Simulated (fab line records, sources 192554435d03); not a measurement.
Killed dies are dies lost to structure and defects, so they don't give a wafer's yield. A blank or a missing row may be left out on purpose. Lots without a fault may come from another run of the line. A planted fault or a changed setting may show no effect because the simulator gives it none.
Lot-split experiment -- flow n5Finfet -- 7 lots, 21 wafers read, on a route of 1938 steps

## THE SPLIT ITSELF
At N5_FIN_SAQP_FIN_ETCH_36 (etches the open film in HBr/Cl2/O2, target depth 120 nm, time 50.4 s), the setting icpW was moved away from the recipe's 800 W on 7 of the 21 wafers read, by -16.8% to +12.5%. The other wafers ran this setting at the recipe's value.

## FROM THE SPLIT TO THE READING: what the file shows between them, 3 steps
- N5_FIN_SAQP_PRECLEAN_38: cleans in O3/DIW, time 45 s
- N5_FIN_SAQP_PRECLEAN_45: cleans in dHF, time 10 s
- N5_FIN_SAQP_SRD_39: time 30 s

## THE READING
trenchDepthNm, in nm, at N5_FIN_SAQP_OCD_MEAS_76. Fault-free wafers of this fab line usually give 120.1 nm, standard deviation 1.5 nm.

wafer,"tool, chamber at the split","icpW as run, W",against the recipe,"trenchDepthNm, nm",against lot-mates on the recipe
L074.1,"rieSi-04, 1",800,recipe,121.7,-
L074.2,"rieSi-04, 2",800,recipe,120.8,-
L074.3,"rieSi-04, 0",800,recipe,121.2,-
L075.1,"rieSi-04, 1",800,recipe,120.8,-
L075.3,"rieSi-04, 3",800,recipe,117.2,-
L075.5,"rieSi-04, 2",800,recipe,119.2,-
L081.2,"rieSi-05, 3",800,recipe,119.6,-
L081.3,"rieSi-05, 0",900.2,+12.5%,126.1,+5.7
L081.4,"rieSi-05, 1",800,recipe,121.2,-
L084.3,"rieSi-05, 3",710.9,-11.1%,115.4,-5.3
L084.4,"rieSi-05, 2",710.9,-11.1%,111.8,-8.9
L084.6,"rieSi-05, 3",800,recipe,120.7,-
L085.1,"rieSi-05, 1",800,recipe,119.5,-
L085.2,"rieSi-05, 0",665.8,-16.8%,107.6,-11.9
L085.6,"rieSi-05, 1",665.8,-16.8%,110.6,-8.9
L092.2,"rieSi-05, 3",800,recipe,119.1,-
L092.3,"rieSi-05, 0",800,recipe,118.9,-
L092.5,"rieSi-05, 0",800,recipe,118.8,-
L094.2,"rieSi-05, 1",749.5,-6.3%,116.6,-3.6
L094.3,"rieSi-05, 0",800,recipe,120.2,-
L094.6,"rieSi-05, 0",749.5,-6.3%,116.4,-3.8

FIT RESULTS
A straight line over all 21 wafers: trenchDepthNm changes by +0.591 nm for each +1% of icpW; r = +0.95; the points scatter about the line by 1.3 nm.
The same after taking each lot's own level away (the mean of its wafers on the recipe; 21 wafers): +0.587 nm for each +1%; r = +0.97; scatter 1.1 nm.
Per that fit: largest icpW move, reading shift of 9.8 nm.
The lots' own levels span 118.93 to 121.23 nm, that is 1.5 times the standard deviation above.
So the lot-to-lot level changes the slope little: the two slopes agree.
Check: -9.34 nm against its lot-mates is what the line predicts for one of the wafers moved furthest among these (-16.8%) when that wafer is left out of the fit. It came out at -11.9 nm against them.

## OTHER SPLITS ON THESE WAFERS
Other splits were also applied to these wafers ahead of the reading. Each is held against what the fit with the lots' levels taken away leaves over:
other split on the same wafers,wafers away from the commonest value,r with trenchDepthNm (lot level and that fit taken away)
N5_WELL_APT_COAT_02 spinRpm,5,+0.19
N5_WELL_APT_PEB_06 pebTimeS,4,+0.23

## THE WHOLE CHAIN: every reading that the file lists as answering this split, in the file's order
step,what it does,reading,change (the file's fit),r (the file's)
N5_FIN_SAQP_FIN_ETCH_36,"etches the open film in HBr/Cl2/O2, target depth 120 nm, time 50.4 s","FIN_SAQP.featureDepthNm (the simulator's own value, which no gauge read)",+0.552 nm for each +1% of the setting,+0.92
N5_FIN_SAQP_FIN_ETCH_36,"etches the open film in HBr/Cl2/O2, target depth 120 nm, time 50.4 s","etch.depthNm (the simulator's own value, which no gauge read)",+0.552 nm for each +1% of the setting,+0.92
N5_FIN_SAQP_OCD_MEAS_76,,trenchDepthNm,+0.578 nm for each +1% of the setting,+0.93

## THE FILE'S OWN FIT
trenchDepthNm changes by +0.578 nm for each +1% of icpW, r = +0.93.
